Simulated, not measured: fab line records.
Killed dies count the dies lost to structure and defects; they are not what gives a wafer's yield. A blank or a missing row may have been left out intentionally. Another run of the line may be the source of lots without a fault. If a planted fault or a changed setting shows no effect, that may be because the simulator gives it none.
fab line records	flow nand_harc
record lots=24	wafers=72	last_day=33
route steps=1302 shown P_M0@266 P_M1@299 P_M2@329
lots with no fault: from the same line, run without faults
start_h: hours from the record's opening day to when the first of the lot's shown wafers began	wait_h: how many hours have passed since the lot's step before this one	" the same as in the row above	L1.1+2: several wafers, shown together as one row	- no value, or no start given	* or withheld: withheld	< > ~ a bound
route shown NAME@n: a module of which the file shows steps, and the number in the route of the first	usual: the fault-free wafers' mean and standard deviation	same: alike in all rows	chamber/n: place in a boat	sites: readings site by site	_std_site: the values' standard deviation	_edge_site: inner sites' mean taken away from outer sites' mean	radius_mm: how far each site lies from the wafer's centre	mask NAME#n: copy n	behind: the last tool/chamber to shape the wafer	hold: why the lot went on hold/how many hours it stayed there/how the hold came to an end	device: whichever transistor did not switch (one of n, p or np)	end of line: tests run on the same wafers once the route is complete	a step without rows: its recipe alone	killed: dies that structure and defects cost at the first sort, which is not the same as the wafer's yield	map: a wafer's dies, marking killed ones x, the rest . and places with no die _
set.NAME: the run value of the setting; set.NAME@STEP: its run value at that earlier step	model.NAME: the simulator's own value behind a step, which no gauge read
the route's steps for a sample of lots (tables are steps, rows are wafers)
services: the hour from which a tool's chamber was out of use, counted from the record's first day as start_h (under 0 if before that day), plus the number of hours and why
## steps
# step NHARC_P_M0_DESCUM_14
# recipe time_s=3	o2_flow_sccm=200	ar_flow_sccm=0	bias_power_w=0	chemistry=O2
# usual drypump_motor_current_A=5.5/0.42	oes_product_au=1.002/0.011	rf_vpp_V=57.8/0.86	showerhead_plenum_p_Torr=1.92/0.074	throttle_valve_pct=11.310/0.0092
lot.wafer	tool	chamber	start_h	wait_h	drypump_motor_current_A	oes_product_au	rf_hours_counter_h	rf_vpp_V	showerhead_plenum_p_Torr	throttle_valve_pct
L074.2	rie_diel-03	2	130.91	0.1	5.2	1.000	4	57.6	2.03	11.314
L074.6	"	1	"	"	6.2	0.984	-	58.0	1.79	11.308
L074.5	"	2	"	"	5.2	0.994	-	57.6	2.03	11.312
L075.1	rie_diel-05	1	136.53	0.1	5.5	1.015	9	58.3	2.03	11.311
L075.2	"	3	"	"	4.9	1.005	8	58.6	1.86	11.311
L075.5	"	1	"	"	5.5	1.003	-	58.7	2.03	11.314
L076.1	rie_diel-05	0	150.59	0.1	5.5	1.015	15	58.0	1.89	11.317
L076.4	"	1	"	"	5.5	1.012	14	58.3	2.03	11.306
L076.6	"	0	"	"	5.5	1.000	-	57.4	1.89	11.312
L077.4	rie_diel-03	3	151.75	0.1	5.4	1.022	11	57.9	1.85	11.310
L077.5	"	1	"	"	6.2	1.005	-	57.1	1.79	11.301
L077.6	"	2	"	"	5.2	1.008	-	58.0	2.02	11.325
L078.1	rie_diel-05	0	165.72	0.1	5.5	1.011	18	57.3	1.89	11.305
L078.2	"	2	"	"	5.8	0.984	16	58.0	1.93	11.308
L078.5	"	0	"	"	5.5	1.002	-	57.1	1.89	11.304
L079.3	rie_diel-05	1	172.11	0.1	5.5	1.007	19	57.9	2.03	11.321
L079.2	"	2	"	"	5.8	0.985	17	58.0	1.92	11.320
L079.6	"	1	"	"	5.5	1.002	-	56.5	2.03	11.305
L080.1	rie_diel-05	2	183.25	0.1	5.8	0.985	19	58.4	1.92	11.320
L080.4	"	1	"	"	5.5	1.019	22	57.6	2.03	11.319
L080.6	"	2	"	"	5.8	0.999	-	57.5	1.92	11.323
L081.1	rie_diel-05	3	200.28	0.1	4.9	1.000	18	59.2	1.86	11.312
L081.3	"	2	"	"	5.8	0.992	20	56.8	1.92	11.313
L081.5	"	0	"	"	5.5	1.003	-	57.4	1.89	11.305
L082.2	rie_diel-05	3	201.01	0.1	5.0	1.003	18	58.4	1.86	11.331
L082.1	"	0	"	"	5.5	1.008	23	57.7	1.89	11.313
L082.4	"	1	"	"	5.5	1.008	23	57.9	2.03	11.303
L084.3	rie_diel-03	0	217.04	0.1	6.3	0.995	27	56.9	1.86	11.290
L084.5	"	0	"	"	6.3	1.010	-	58.0	1.86	11.319
L084.6	"	1	"	"	6.2	1.001	-	57.1	1.79	11.337
L083.2	rie_diel-10	1	217.83	0.1	6.4	0.985	50	57.3	1.84	11.304
L083.3	"	2	"	"	6.1	0.980	50	57.7	1.78	11.309
L083.5	"	0	"	"	5.5	1.002	-	58.5	1.94	11.294
L085.3	rie_diel-05	2	239.24	0.1	5.8	0.999	25	57.1	1.92	11.317
L085.2	"	3	"	"	4.9	1.008	23	57.7	1.86	11.319
L085.5	"	0	"	"	5.5	1.011	-	57.5	1.89	11.326
L086.3	rie_diel-05	1	245.19	0.1	5.5	1.000	29	58.6	2.02	11.312
L086.1	"	2	"	"	5.8	0.986	26	57.5	1.92	11.320
L086.6	"	3	"	"	4.9	1.004	-	58.6	1.86	11.302
L087.2	rie_diel-05	3	247.68	0.1	4.9	1.023	25	58.2	1.86	11.297
L087.3	"	1	"	"	5.5	1.014	30	56.9	2.02	11.304
L087.5	"	2	"	"	5.8	0.998	-	58.9	1.92	11.311
L088.3	rie_diel-05	0	264.70	0.1	5.5	1.013	1	59.4	1.89	11.309
L088.2	"	1	"	"	5.5	1.013	1	58.6	2.02	11.307
L088.6	"	0	"	"	5.5	0.996	-	57.7	1.89	11.318
L089.3	rie_diel-05	2	265.58	0.1	5.8	0.983	1	58.0	1.92	11.304
L089.2	"	0	"	"	5.5	0.998	1	57.8	1.89	11.312
L089.4	"	0	"	"	5.5	0.991	-	56.8	1.88	11.315
L090.3	rie_diel-05	1	284.39	0.1	5.5	1.014	3	58.0	2.02	11.328
L090.4	"	2	"	"	5.8	0.991	2	58.5	1.92	11.293
L090.5	"	2	"	"	5.8	0.991	-	58.4	1.92	11.304
L091.2	rie_diel-10	1	295.52	0.1	6.4	0.980	12	56.1	1.84	11.316
L091.5	"	0	"	"	5.5	1.004	-	59.0	1.94	11.310
L091.6	"	1	"	"	6.4	0.980	-	57.3	1.84	11.327
L092.1	rie_diel-05	3	300.26	0.1	5.0	0.995	5	56.3	1.85	11.310
L092.4	"	0	"	"	5.5	0.993	6	58.2	1.88	11.301
L092.5	"	1	"	"	5.5	1.024	-	58.5	2.02	11.306
L093.1	rie_diel-10	0	321.59	0.1	5.6	0.997	26	56.9	1.93	11.304
L093.6	"	2	"	"	6.1	1.004	-	57.8	2.07	11.293
L093.5	"	3	"	"	4.7	0.992	-	57.6	1.94	11.306
L094.2	rie_diel-05	3	328.10	0.1	4.9	1.003	10	58.7	1.85	11.301
L094.3	"	0	"	"	5.5	0.997	12	57.2	1.88	11.303
L094.5	"	1	"	"	5.5	1.009	-	58.5	2.02	11.304
L095.4	rie_diel-05	0	328.39	0.1	5.5	0.993	12	57.5	1.88	11.324
L095.3	"	3	"	"	4.9	0.986	10	57.8	1.85	11.314
L095.5	"	1	"	"	5.5	1.010	-	58.0	2.02	11.312
L096.3	rie_diel-03	1	342.32	0.1	6.2	1.008	16	56.8	1.77	11.308
L096.1	"	3	"	"	5.4	1.016	20	56.4	1.83	11.302
L096.5	"	1	"	"	6.2	1.022	-	56.3	1.77	11.308
L097.4	rie_diel-05	2	350.30	0.1	5.8	0.985	11	59.2	1.92	11.304
L097.2	"	3	"	"	4.9	0.992	13	57.5	1.85	11.315
L097.6	"	0	"	"	5.5	0.995	-	57.7	1.88	11.313
# step NHARC_P_M0_ETCH_15
# recipe target_depth_a=1500	overetch_a=150	time_s=82.5	c4f8_flow_sccm=withheld	ar_flow_sccm=400	rf_w=600	bias_w=300	chemistry=C4F8/Ar
# usual oes_product_au=0.964/0.015	rf_vpp_V=440.7/2.2
lot.wafer	tool	chamber	start_h	wait_h	oes_product_au	rf_hours_counter_h	rf_vpp_V
L074.2	rie_diel-03	0	-	-	0.959	0	438.6
L074.5	"	0	"	"	0.979	-	439.9
L074.6	"	1	"	"	0.963	-	436.7
L075.1	rie_diel-05	3	-	-	0.980	8	440.2
L075.2	"	1	"	"	0.961	9	442.8
L075.5	"	3	"	"	0.979	-	438.0
L076.4	rie_diel-05	3	-	-	0.972	12	440.6
L076.1	"	1	"	"	0.967	14	444.5
L076.6	"	3	"	"	0.977	-	440.0
L077.4	rie_diel-03	3	-	-	0.956	11	438.5
L077.5	"	0	"	"	0.941	-	439.3
L077.6	"	1	"	"	0.938	-	438.1
L078.2	rie_diel-05	3	-	-	0.977	14	439.5
L078.1	"	2	"	"	0.971	16	442.0
L078.5	"	0	"	"	0.966	-	439.8
L079.3	rie_diel-05	3	-	-	0.976	15	440.6
L079.2	"	1	"	"	0.959	19	444.0
L079.6	"	3	"	"	0.976	-	439.3
L080.1	rie_diel-05	0	-	-	0.974	22	439.9
L080.4	"	2	"	"	0.935	19	442.0
L080.6	"	0	"	"	0.974	-	441.1
L081.3	rie_diel-05	2	-	-	0.977	20	441.8
L081.1	"	0	"	"	0.972	23	439.2
L081.5	"	2	"	"	0.968	-	442.0
L082.1	rie_diel-05	0	-	-	0.962	24	439.2
L082.2	"	1	"	"	0.980	23	444.4
L082.4	"	2	"	"	0.969	20	439.8
L084.3	rie_diel-03	2	-	-	0.922	34	444.7
L084.5	"	3	"	"	0.941	-	438.3
L084.6	"	0	"	"	0.946	-	439.6
L083.3	rie_diel-10	3	-	-	0.965	47	440.8
L083.2	"	1	"	"	0.913	50	438.2
L083.5	"	3	"	"	0.958	-	443.5
L085.2	rie_diel-05	0	-	-	0.969	29	439.7
L085.3	"	2	"	"	0.951	25	441.5
L085.5	"	3	"	"	0.963	-	439.0
L086.1	rie_diel-05	3	-	-	0.978	24	438.9
L086.3	"	0	"	"	0.975	29	439.9
L086.6	"	0	"	"	0.974	-	440.8
L087.3	rie_diel-05	3	-	-	0.975	25	439.3
L087.2	"	0	"	"	0.983	30	439.5
L087.5	"	3	"	"	0.987	-	439.5
L088.2	rie_diel-05	1	-	-	0.975	1	443.2
L088.3	"	2	"	"	0.944	1	441.4
L088.6	"	1	"	"	0.973	-	444.2
L089.3	rie_diel-05	0	-	-	0.961	1	440.1
L089.2	"	1	"	"	0.974	1	444.4
L089.4	"	1	"	"	0.977	-	444.5
L090.4	rie_diel-05	2	-	-	0.946	2	441.7
L090.3	"	3	"	"	0.981	1	440.4
L090.5	"	1	"	"	0.984	-	443.7
L091.2	rie_diel-10	2	-	-	0.989	16	445.1
L091.6	"	1	"	"	0.947	-	437.1
L091.5	"	2	"	"	0.984	-	445.2
L092.4	rie_diel-05	0	-	-	0.974	6	440.0
L092.1	"	1	"	"	0.974	6	444.4
L092.5	"	3	"	"	0.966	-	439.3
L093.1	rie_diel-10	2	-	-	0.960	27	446.2
L093.6	"	3	"	"	0.965	-	442.6
L093.5	"	0	"	"	0.976	-	441.6
L094.2	rie_diel-05	2	-	-	0.963	9	440.7
L094.3	"	3	"	"	0.974	10	438.5
L094.5	"	3	"	"	0.978	-	440.5
L095.4	rie_diel-05	0	-	-	0.961	12	439.8
L095.3	"	2	"	"	0.966	9	442.4
L095.5	"	3	"	"	0.980	-	438.4
L096.1	rie_diel-03	3	-	-	0.981	20	439.1
L096.3	"	0	"	"	0.971	18	437.5
L096.5	"	2	"	"	0.973	-	444.4
L097.4	rie_diel-05	2	-	-	0.967	11	440.1
L097.2	"	0	"	"	0.963	15	439.4
L097.6	"	1	"	"	0.970	-	444.6
# step NHARC_P_M1_ETCH_35
# recipe target_depth_a=400	overetch_a=120	time_s=43.94	ion_energy_ev=200	n2_flow_sccm=150	h2_flow_sccm=150	ar_flow_sccm=0	rf_w=400	bias_w=150	chemistry=N2/H2
# usual drypump_motor_current_A=5.7/0.4	oes_product_au=1.007/0.011	rf_vpp_V=431/3.3	showerhead_plenum_p_Torr=2.05/0.11	throttle_valve_pct=14.171/0.0088
lot.wafer	tool	chamber	start_h	wait_h	drypump_motor_current_A	oes_product_au	rf_hours_counter_h	rf_vpp_V	showerhead_plenum_p_Torr	throttle_valve_pct
L074.2	rie_diel-04	0	134.91	0.1	5.5	0.976	6	431	2.04	14.172
L074.5	"	0	"	"	5.5	0.972	-	430	2.04	14.176
L074.6	"	1	"	"	5.3	0.999	-	431	2.03	14.168
L075.1	rie_diel-09	2	140.56	0.1	5.1	1.016	12	435	2.14	14.171
L075.2	"	1	"	"	6.0	0.997	15	426	1.90	14.164
L075.5	"	3	"	"	6.0	1.015	-	435	2.14	14.154
L076.1	rie_diel-04	0	154.72	0.1	5.5	0.998	8	431	2.04	14.152
L076.4	"	1	"	"	5.2	1.005	9	431	2.03	14.170
L076.6	"	0	"	"	5.5	0.974	-	431	2.04	14.180
L077.4	rie_diel-09	3	156.49	0.1	6.0	1.013	-	433	2.14	14.180
L077.6	"	1	"	"	6.0	1.004	-	427	1.90	14.168
L077.5	"	2	"	"	5.1	0.999	-	432	2.14	14.163
L078.2	rie_diel-09	2	169.98	0.1	5.1	0.986	2	431	2.13	14.171
L078.1	"	1	"	"	6.0	1.004	2	428	1.90	14.166
L078.5	"	2	"	"	5.1	0.993	-	432	2.14	14.160
L079.3	rie_diel-04	1	176.13	0.1	5.3	1.010	10	430	2.03	14.184
L079.2	"	2	"	"	6.2	1.020	11	435	2.18	14.187
L079.6	"	3	"	"	5.5	1.015	-	425	1.90	14.174
L080.4	rie_diel-09	1	187.46	0.1	6.1	1.017	4	425	1.90	14.177
L080.1	"	2	"	"	5.1	0.990	4	434	2.13	14.171
L080.6	"	1	"	"	6.0	1.019	-	427	1.90	14.183
L081.1	rie_diel-09	1	204.30	0.1	6.0	1.026	6	426	1.90	14.153
L081.3	"	3	"	"	6.0	1.008	7	434	2.13	14.169
L081.5	"	0	"	"	5.4	1.011	-	435	2.20	14.167
L082.1	rie_diel-09	0	205.34	0.1	5.4	1.016	3	435	2.20	14.169
L082.4	"	1	"	"	6.0	1.017	6	426	1.90	14.180
L082.2	"	2	"	"	5.1	1.011	6	434	2.13	14.148
L084.3	rie_diel-04	2	221.07	0.1	6.2	1.017	2	435	2.18	14.175
L084.6	"	1	"	"	5.2	1.008	-	432	2.03	14.162
L084.5	"	2	"	"	6.2	1.027	-	436	2.18	14.164
L083.3	rie_diel-09	3	221.97	0.1	6.0	1.013	8	433	2.13	14.169
L083.2	"	0	"	"	5.5	1.013	4	434	2.19	14.160
L083.5	"	0	"	"	5.4	1.010	-	435	2.20	14.163
L085.3	rie_diel-04	3	243.48	0.1	5.6	1.013	4	426	1.89	14.184
L085.2	"	1	"	"	5.2	1.015	4	430	2.03	14.165
L085.5	"	2	"	"	6.2	1.015	-	434	2.18	14.175
L086.1	rie_diel-04	3	249.34	0.1	5.6	1.009	4	428	1.89	14.164
L086.3	"	1	"	"	5.2	1.019	4	431	2.03	14.159
L086.6	"	2	"	"	6.3	1.007	-	435	2.18	14.165
L087.3	rie_diel-04	2	251.83	0.1	6.3	1.010	4	435	2.18	14.193
L087.2	"	3	"	"	5.5	1.012	5	427	1.89	14.165
L087.5	"	1	"	"	5.2	1.009	-	429	2.03	14.164
L088.2	rie_diel-09	0	268.96	0.1	5.4	1.011	7	435	2.19	14.157
L088.3	"	1	"	"	6.0	1.021	10	425	1.90	14.158
L088.6	"	3	"	"	6.0	1.018	-	433	2.13	14.180
L089.3	rie_diel-04	1	269.82	0.1	5.3	0.999	5	429	2.03	14.173
L089.2	"	3	"	"	5.5	0.995	5	428	1.89	14.158
L089.4	"	2	"	"	6.3	1.000	-	434	2.18	14.169
L090.4	rie_diel-07	2	288.46	0.1	6.0	1.014	48	426	1.93	14.165
L090.3	"	0	"	"	5.6	0.994	33	428	1.93	14.179
L090.5	"	2	"	"	6.0	1.013	-	428	1.93	14.165
L091.2	rie_diel-04	2	299.93	0.1	6.2	1.015	7	434	2.18	14.183
L091.6	"	2	"	"	6.2	1.017	-	435	2.18	14.166
L091.5	"	3	"	"	5.5	1.011	-	426	1.89	14.162
L092.4	rie_diel-09	3	304.73	0.1	6.0	1.011	15	434	2.13	14.174
L092.1	"	0	"	"	5.4	1.014	11	434	2.19	14.168
L092.5	"	2	"	"	5.1	1.002	-	432	2.13	14.165
L093.1	rie_diel-04	0	325.65	0.1	5.5	1.000	8	431	2.04	14.181
L093.5	"	3	"	"	5.5	1.015	-	426	1.89	14.162
L093.6	"	0	"	"	5.5	0.995	-	430	2.04	14.183
L094.2	rie_diel-04	3	332.23	0.1	5.5	1.015	9	427	1.89	14.162
L094.3	"	0	"	"	5.5	0.988	8	431	2.04	14.177
L094.5	"	0	"	"	5.5	0.985	-	430	2.04	14.178
L095.3	rie_diel-04	0	332.90	0.1	5.5	0.989	9	431	2.04	14.181
L095.4	"	2	"	"	6.3	1.007	8	434	2.18	14.172
L095.5	"	3	"	"	5.5	1.009	-	427	1.89	14.180
L096.1	rie_diel-09	1	346.45	0.1	6.0	1.009	2	424	1.89	14.171
L096.3	"	2	"	"	5.1	1.011	2	433	2.13	14.182
L096.5	"	2	"	"	5.1	1.019	-	433	2.13	14.169
L097.4	rie_diel-04	1	354.31	0.1	5.3	1.006	10	430	2.03	14.173
L097.2	"	0	"	"	5.5	0.990	10	430	2.04	14.165
L097.6	"	1	"	"	5.3	1.003	-	430	2.03	14.174
# step NHARC_P_M1_PVD_21
# recipe target_thk_a=300	chamber_pressure_pa=5	power_w=5000	substrate_temp_c=30	time_s=20.49	material=Cu
# usual throttle_valve_pct=29.9/0.87
lot.wafer	tool	chamber	start_h	wait_h	throttle_valve_pct
L074.2	pvd_sputter-01	-	-	-	29.6
L074.5	"	-	"	"	29.7
L074.6	"	-	"	"	30.2
L075.2	pvd_sputter-03	-	-	-	29.2
L075.1	"	-	"	"	30.3
L075.5	"	-	"	"	31.3
L076.4	pvd_sputter-03	-	-	-	29.3
L076.1	"	-	"	"	30.9
L076.6	"	-	"	"	29.5
L077.4	pvd_sputter-01	-	-	-	29.9
L077.6	"	-	"	"	28.1
L077.5	"	-	"	"	29.4
L078.1	pvd_sputter-02	-	-	-	30.5
L078.2	"	-	"	"	29.4
L078.5	"	-	"	"	30.9
L079.3	pvd_sputter-02	-	-	-	29.2
L079.2	"	-	"	"	29.8
L079.6	"	-	"	"	31.1
L080.1	pvd_sputter-01	-	-	-	29.8
L080.4	"	-	"	"	30.1
L080.6	"	-	"	"	29.8
L081.3	pvd_sputter-02	-	-	-	30.8
L081.1	"	-	"	"	31.1
L081.5	"	-	"	"	31.3
L082.1	pvd_sputter-01	-	-	-	28.2
L082.4	"	-	"	"	29.8
L082.2	"	-	"	"	29.9
L084.3	pvd_sputter-02	-	-	-	30.9
L084.5	"	-	"	"	30.9
L084.6	"	-	"	"	31.2
L083.3	pvd_sputter-01	-	-	-	30.1
L083.2	"	-	"	"	28.4
L083.5	"	-	"	"	30.0
L085.3	pvd_sputter-03	-	-	-	29.2
L085.2	"	-	"	"	28.7
L085.5	"	-	"	"	29.5
L086.1	pvd_sputter-01	-	-	-	29.1
L086.3	"	-	"	"	30.5
L086.6	"	-	"	"	28.4
L087.3	pvd_sputter-02	-	-	-	29.3
L087.2	"	-	"	"	31.1
L087.5	"	-	"	"	29.3
L088.2	pvd_sputter-02	-	-	-	29.0
L088.3	"	-	"	"	30.7
L088.6	"	-	"	"	29.2
L089.4	pvd_sputter-01	-	-	-	29.1
L089.2	"	-	"	"	29.7
L089.3	"	-	"	"	30.2
L090.4	pvd_sputter-03	-	-	-	29.5
L090.3	"	-	"	"	30.5
L090.5	"	-	"	"	29.6
L091.2	pvd_sputter-03	-	-	-	30.3
L091.6	"	-	"	"	28.4
L091.5	"	-	"	"	29.7
L092.4	pvd_sputter-02	-	-	-	29.8
L092.1	"	-	"	"	30.8
L092.5	"	-	"	"	29.6
L093.1	pvd_sputter-03	-	-	-	30.6
L093.5	"	-	"	"	30.9
L093.6	"	-	"	"	30.1
L094.3	pvd_sputter-02	-	-	-	29.6
L094.2	"	-	"	"	31.2
L094.5	"	-	"	"	29.6
L095.4	pvd_sputter-03	-	-	-	30.3
L095.3	"	-	"	"	30.0
L095.5	"	-	"	"	30.1
L096.3	pvd_sputter-02	-	-	-	31.5
L096.1	"	-	"	"	29.9
L096.5	"	-	"	"	30.7
L097.2	pvd_sputter-02	-	-	-	31.4
L097.4	"	-	"	"	31.2
L097.6	"	-	"	"	30.2
# step NHARC_P_M2_OVL_MEAS_10
# recipe pitch_nm=340
# usual overlay_x_nm=0.1/0.91	overlay_y_nm=0.0/0.87
lot.wafer	tool	chamber	start_h	wait_h	overlay_x_nm	overlay_y_nm
L074.2	overlay-01	-	138.92	-	-0.9	0.1
L074.5	"	-	"	"	-1.4	0.0
L074.6	"	-	"	"	-0.5	-0.4
L075.1	overlay-02	-	144.46	-	-0.4	0.6
L075.2	"	-	"	"	-1.0	0.7
L075.5	"	-	"	"	-1.0	0.6
L076.1	overlay-01	-	158.57	-	-1.2	1.3
L076.4	"	-	"	"	-0.9	1.7
L076.6	"	-	"	"	-0.8	1.5
L077.4	overlay-02	-	160.53	-	-1.5	-0.6
L077.5	"	-	"	"	-1.3	0.2
L077.6	"	-	"	"	-0.8	-0.4
L078.1	overlay-02	-	173.90	-	-0.1	-1.2
L078.2	"	-	"	"	0.4	-1.0
L078.5	"	-	"	"	-0.3	-0.6
L079.2	overlay-01	-	180.20	-	0.8	-1.0
L079.3	"	-	"	"	0.7	-1.0
L079.6	"	-	"	"	0.9	-1.2
L080.1	overlay-02	-	191.30	-	-1.7	-0.4
L080.4	"	-	"	"	-0.7	0.4
L080.6	"	-	"	"	-1.0	-0.3
L081.1	overlay-01	-	208.27	-	0.8	-0.8
L081.3	"	-	"	"	0.7	-0.8
L081.5	"	-	"	"	1.3	-1.0
L082.1	overlay-02	-	209.19	-	-0.2	0.8
L082.2	"	-	"	"	0.8	0.0
L082.4	"	-	"	"	0.2	0.3
L084.3	overlay-02	-	225.02	-	0.8	0.6
L084.5	"	-	"	"	1.2	0.7
L084.6	"	-	"	"	0.9	0.9
L083.2	overlay-02	-	226.08	-	1.5	0.8
L083.3	"	-	"	"	1.2	0.6
L083.5	"	-	"	"	1.1	0.8
L085.2	overlay-02	-	247.68	-	-0.3	2.0
L085.3	"	-	"	"	0.1	1.5
L085.5	"	-	"	"	0.1	1.8
L086.1	overlay-01	-	253.72	-	0.3	0.7
L086.3	"	-	"	"	0.7	0.9
L086.6	"	-	"	"	0.2	0.0
L087.2	overlay-02	-	255.74	-	1.3	0.5
L087.3	"	-	"	"	1.3	0.1
L087.5	"	-	"	"	1.0	-0.6
L088.2	overlay-02	-	273.13	-	1.7	0.3
L088.3	"	-	"	"	1.9	0.1
L088.6	"	-	"	"	1.9	-0.5
L089.2	overlay-02	-	274.01	-	0.0	-0.3
L089.3	"	-	"	"	0.6	0.0
L089.4	"	-	"	"	0.8	-0.6
L090.3	overlay-01	-	292.61	-	-0.3	0.2
L090.4	"	-	"	"	-0.2	0.6
L090.5	"	-	"	"	-0.6	0.6
L091.2	overlay-01	-	304.08	-	0.8	1.3
L091.5	"	-	"	"	0.9	0.7
L091.6	"	-	"	"	0.2	1.0
L092.1	overlay-02	-	308.76	-	-0.7	0.1
L092.4	"	-	"	"	-0.2	0.6
L092.5	"	-	"	"	0.0	0.0
L093.1	overlay-01	-	329.63	-	-0.3	-0.5
L093.5	"	-	"	"	-0.3	-1.1
L093.6	"	-	"	"	0.4	-0.2
L094.2	overlay-01	-	336.36	-	-1.3	-1.5
L094.3	"	-	"	"	-1.6	-1.0
L094.5	"	-	"	"	-1.5	-0.9
L095.3	overlay-02	-	336.89	-	-0.9	-0.1
L095.4	"	-	"	"	-0.7	-0.4
L095.5	"	-	"	"	-0.2	-0.3
L096.1	overlay-01	-	350.42	-	-0.4	-1.5
L096.3	"	-	"	"	-0.2	-1.2
L096.5	"	-	"	"	-0.4	-0.7
L097.2	overlay-02	-	358.28	-	1.3	-1.4
L097.4	"	-	"	"	1.4	-1.5
L097.6	"	-	"	"	1.4	-1.2
# step NHARC_P_M2_ETCH_15
# recipe target_depth_a=1825	time_s=91.2	c4f8_flow_sccm=withheld	ar_flow_sccm=400	rf_w=600	bias_w=300	chemistry=C4F8/Ar
# usual oes_product_au=0.940/0.022	rf_vpp_V=442.0/2.3
lot.wafer	tool	chamber	start_h	wait_h	oes_product_au	rf_hours_counter_h	rf_vpp_V
L074.2	rie_diel-08	2	-	-	0.969	3.8	445.6
L074.5	"	3	"	"	0.961	-	443.2
L074.6	"	0	"	"	0.953	-	442.7
L075.1	rie_diel-13	2	-	-	0.915	10.3	446.3
L075.2	"	0	"	"	0.923	9.1	441.8
L075.5	"	2	"	"	0.917	-	445.8
L076.4	rie_diel-08	2	-	-	0.918	4.5	445.2
L076.1	"	0	"	"	0.928	5.3	443.4
L076.6	"	3	"	"	0.935	-	441.6
L077.4	rie_diel-08	0	-	-	0.966	5.4	443.8
L077.6	"	0	"	"	0.971	-	443.8
L077.5	"	1	"	"	0.942	-	439.7
L078.2	rie_diel-02	3	-	-	0.917	5.4	441.7
L078.1	"	2	"	"	0.928	6.6	439.3
L078.5	"	0	"	"	0.922	-	444.5
L079.2	rie_diel-13	1	-	-	0.964	0.2	439.3
L079.3	"	0	"	"	0.963	0.2	443.2
L079.6	"	2	"	"	0.957	-	444.7
L080.1	rie_diel-02	2	-	-	0.925	7.4	438.5
L080.4	"	3	"	"	0.918	6.4	441.3
L080.6	"	0	"	"	0.929	-	445.6
L081.1	rie_diel-13	1	-	-	0.920	1.8	439.8
L081.3	"	3	"	"	0.927	2.3	438.4
L081.5	"	0	"	"	0.914	-	442.2
L082.1	rie_diel-02	3	-	-	0.913	7.8	442.9
L082.2	"	1	"	"	0.904	8.7	443.6
L082.4	"	1	"	"	0.911	-	442.9
L084.3	rie_diel-08	1	-	-	0.935	2.1	441.8
L084.6	"	3	"	"	0.944	-	441.6
L084.5	"	0	"	"	0.955	-	443.4
L083.2	rie_diel-02	1	-	-	0.949	0.0	441.6
L083.3	"	2	"	"	0.961	0.0	439.4
L083.5	"	0	"	"	0.973	-	444.2
L085.3	rie_diel-13	0	-	-	0.938	2.7	443.1
L085.2	"	1	"	"	0.914	2.2	439.1
L085.5	"	1	"	"	0.923	-	441.3
L086.3	rie_diel-08	1	-	-	0.926	3.1	441.4
L086.1	"	2	"	"	0.936	2.7	446.8
L086.6	"	0	"	"	0.966	-	445.0
L087.3	rie_diel-08	3	-	-	0.975	2.7	442.0
L087.2	"	2	"	"	0.941	2.8	443.0
L087.5	"	3	"	"	0.968	-	441.6
L088.3	rie_diel-02	2	-	-	0.913	3.3	437.0
L088.2	"	0	"	"	0.927	3.6	443.2
L088.6	"	3	"	"	0.925	-	441.7
L089.4	rie_diel-08	3	-	-	0.943	3.4	442.1
L089.3	"	0	"	"	0.944	3.8	442.7
L089.2	"	1	"	"	0.918	4.3	440.4
L090.4	rie_diel-13	0	-	-	0.934	5.0	442.1
L090.3	"	2	"	"	0.919	3.4	443.4
L090.5	"	0	"	"	0.933	-	441.3
L091.2	rie_diel-02	2	304.46	0.1	0.910	4.5	438.9
L091.6	"	0	"	"	0.922	-	445.4
L091.5	"	2	"	"	0.917	-	439.4
L092.4	rie_diel-08	1	-	-	0.958	6.1	440.4
L092.1	"	3	"	"	0.958	5.0	440.1
L092.5	"	2	"	"	0.975	-	446.5
L093.1	rie_diel-08	2	-	-	0.963	6.4	445.2
L093.6	"	2	"	"	0.958	-	445.4
L093.5	"	3	"	"	0.983	-	442.0
L094.2	rie_diel-13	1	-	-	0.917	7.1	438.6
L094.3	"	3	"	"	0.942	6.7	438.7
L094.5	"	1	"	"	0.918	-	440.7
L095.4	rie_diel-13	2	-	-	0.921	5.1	444.0
L095.3	"	3	"	"	0.936	6.8	438.6
L095.5	"	3	"	"	0.942	-	438.6
L096.1	rie_diel-02	0	-	-	0.924	9.9	445.2
L096.3	"	1	"	"	0.928	7.1	442.1
L096.5	"	0	"	"	0.937	-	444.4
L097.2	rie_diel-13	1	-	-	0.979	0.6	439.4
L097.4	"	2	"	"	0.976	0.3	443.9
L097.6	"	0	"	"	0.954	-	442.7
## services
tool	chamber	start_h	hours	kind
pvd_sputter-02	-	107.98	10.0	pm
rie_diel-09	2	109.03	2.2	repair
rie_diel-08	0	125.66	3.8	repair
rie_diel-09	0	136.08	43.1	repair
rie_diel-09	-	143.19	9.0	pm
rie_diel-04	0	165.66	13.1	repair
rie_diel-08	3	165.91	6.9	repair
rie_diel-08	0	170.78	5.0	repair
rie_diel-04	-	177.90	9.0	pm
rie_diel-08	-	190.80	9.0	pm
rie_diel-08	2	212.05	2.0	repair
rie_diel-05	1	234.06	6.6	repair
rie_diel-05	-	237.82	0.6	repair
rie_diel-04	0	241.65	14.1	repair
rie_diel-05	-	252.25	9.0	pm
rie_diel-04	0	259.85	10.5	repair
rie_diel-05	3	263.37	3.2	repair
rie_diel-05	-	267.07	1.0	repair
pvd_sputter-02	-	285.98	10.0	pm
rie_diel-04	2	301.95	12.0	repair
rie_diel-09	1	319.14	5.0	repair
rie_diel-09	-	320.19	9.0	pm
rie_diel-05	2	320.37	6.9	repair
rie_diel-04	-	354.90	9.0	pm
## key
fault none
